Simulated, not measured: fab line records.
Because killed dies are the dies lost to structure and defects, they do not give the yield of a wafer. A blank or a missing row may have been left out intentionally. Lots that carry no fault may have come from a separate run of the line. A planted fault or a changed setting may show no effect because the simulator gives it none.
Split-lot study + flow n5-finfet + on a route of 1938 steps: 7 lots, 21 wafers read

== THE SPLIT ==
At N5_BEOL_M8_TRENCH_ETCH_37 (etches SiCOH lowk in C4F6/O2, target depth 93.478 nm, time 31.2 s), the setting source-w was moved away from the recipe's 345 W on 7 of the 21 wafers read, by -6.5% to +17.1%. This setting was run at the recipe's value on the other wafers.

== FROM THE SPLIT TO THE READING: what the file shows between them, 11 steps ==
- N5_BEOL_M8_ETCH_41: etches SiCN in CH3F/O2, target depth 31.9 nm, time 57.8 s
- N5_BEOL_M8_STRIP_80: strips in N2/H2, time 10 s
- N5_BEOL_M8_OCD_MEAS_38
- N5_BEOL_M8_HM_STRIP_39: strips TiN in peroxide tin strip, target depth 25 nm, time 158 s
- N5_BEOL_M8_SRD_40: time 30 s
- N5_BEOL_M8_ECD_50: material Cu, target thk 300 nm
- N5_BEOL_M8_ANNEAL_51: time 90 s
- N5_BEOL_M8_CMP_52: polishes, stops on SiCOH lowk, t overpolish 6.9 s, target thk 80 nm
- N5_BEOL_M8_THK_MEAS_53: measures by xrf
- N5_BEOL_M8_PRE_CLEAN_55: time 15 s
- N5_BEOL_M8_DEP_56: deposits SiCN from 3MS/NH3, target thk 10 nm, time 17.5 s

== THE READING ==
At N5_BEOL_M8_RS_MEAS_57, a four-point-probe measurement gives M8_RS in ohm/sq. Typical for fault-free wafers on this fab line: 0.290 ohm/sq, with standard deviation 0.0066 ohm/sq.

| wafer  | tool, chamber at the split | source-w as run, W | against the recipe | M8_RS, ohm/sq | against lot-mates on the recipe |
|--------|----------------------------|--------------------|--------------------|---------------|---------------------------------|
| L076.2 | rie-diel-06, 3             | 345                | recipe             | 0.288         | -                               |
| L076.3 | rie-diel-06, 0             | 345                | recipe             | 0.290         | -                               |
| L076.6 | rie-diel-06, 2             | 345                | recipe             | 0.287         | -                               |
| L077.1 | rie-diel-02, 1             | 322.7              | -6.5%              | 0.301         | +0.007                          |
| L077.3 | rie-diel-02, 0             | 345                | recipe             | 0.294         | -                               |
| L077.5 | rie-diel-02, 1             | 322.7              | -6.5%              | 0.305         | +0.011                          |
| L089.1 | rie-diel-06, 0             | 378.2              | +9.6%              | 0.274         | -0.025                          |
| L089.4 | rie-diel-06, 1             | 345                | recipe             | 0.299         | -                               |
| L089.5 | rie-diel-06, 0             | 378.2              | +9.6%              | 0.281         | -0.018                          |
| L090.2 | rie-diel-02, 3             | 404.1              | +17.1%             | 0.262         | -0.028                          |
| L090.3 | rie-diel-02, 2             | 404.1              | +17.1%             | 0.266         | -0.024                          |
| L090.6 | rie-diel-02, 2             | 345                | recipe             | 0.290         | -                               |
| L095.1 | rie-diel-06, 0             | 345                | recipe             | 0.287         | -                               |
| L095.2 | rie-diel-06, 3             | 323.6              | -6.2%              | 0.298         | +0.010                          |
| L095.5 | rie-diel-06, 3             | 345                | recipe             | 0.289         | -                               |
| L094.1 | rie-diel-06, 3             | 345                | recipe             | 0.297         | -                               |
| L094.2 | rie-diel-06, 2             | 345                | recipe             | 0.292         | -                               |
| L094.3 | rie-diel-06, 1             | 345                | recipe             | 0.300         | -                               |
| L097.4 | rie-diel-06, 2             | 345                | recipe             | 0.288         | -                               |
| L097.5 | rie-diel-06, 3             | 345                | recipe             | 0.298         | -                               |
| L097.6 | rie-diel-06, 2             | 345                | recipe             | 0.287         | -                               |

THE FIT
A straight line over all 21 wafers: M8_RS changes by -0.00158 ohm/sq for each +1% of source-w; r = -0.92; the points scatter about the line by 0.0044 ohm/sq.
The same after taking each lot's own level away (the mean of its wafers on the recipe; 21 wafers): -0.00164 ohm/sq for each +1%; r = -0.95; scatter 0.0035 ohm/sq.
The reading moves by 0.028 ohm/sq for the largest change in source-w, on that fit.
The span of the lots' own levels, 0.2880 to 0.2990 ohm/sq, comes to 1.7 times the standard deviation stated above.
So the lot-to-lot level changes the slope little: the two slopes agree.
Check: -0.0289 ohm/sq against its lot-mates is what the line predicts for one of the wafers moved furthest among these (+17.1%) when that wafer is left out of the fit. It came out at -0.028 ohm/sq against them.
Tool readings at the split's step, against how far the setting was moved: rf-vpp-V r = -0.97.

== THE WHOLE CHAIN: every reading that the file lists as answering this split, in the file's order ==
| step                      | what it does                                                        | reading                                                                      | change (the file's fit)               | r (the file's) |
|---------------------------|---------------------------------------------------------------------|------------------------------------------------------------------------------|---------------------------------------|----------------|
| N5_BEOL_M8_TRENCH_ETCH_37 | etches SiCOH lowk in C4F6/O2, target depth 93.478 nm, time 31.2 s   | rf-vpp-V                                                                     | -3.47 V for each +1% of the setting   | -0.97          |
| N5_BEOL_M8_TRENCH_ETCH_37 | etches SiCOH lowk in C4F6/O2, target depth 93.478 nm, time 31.2 s   | etch.depth-nm (the simulator's own value, which no gauge read)               | +0.382 nm for each +1% of the setting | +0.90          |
| N5_BEOL_M8_TRENCH_ETCH_37 | etches SiCOH lowk in C4F6/O2, target depth 93.478 nm, time 31.2 s   | BEOL_M8.feature-depth-nm (the simulator's own value, which no gauge read)    | +0.388 nm for each +1% of the setting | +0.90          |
| N5_BEOL_M8_OCD_MEAS_38    |                                                                     | trench-depth-nm                                                              | +0.399 nm for each +1% of the setting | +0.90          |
| N5_BEOL_M8_CMP_52         | polishes, stops on SiCOH lowk, t overpolish 6.9 s, target thk 80 nm | Cu_of_BEOL_M8_ECD_50.thk-nm (the simulator's own value, which no gauge read) | +0.396 nm for each +1% of the setting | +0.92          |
| N5_BEOL_M8_THK_MEAS_53    | measures by xrf                                                     | M8_THK                                                                       | +0.407 for each +1% of the setting    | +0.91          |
| N5_BEOL_M8_RS_MEAS_57     | measures by four-point-probe                                        | M8_RS                                                                        | -0.00162 for each +1% of the setting  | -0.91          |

== FILE'S OWN FIT ==
M8_RS changes by -0.00162 ohm/sq for each +1% of source-w, r = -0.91.
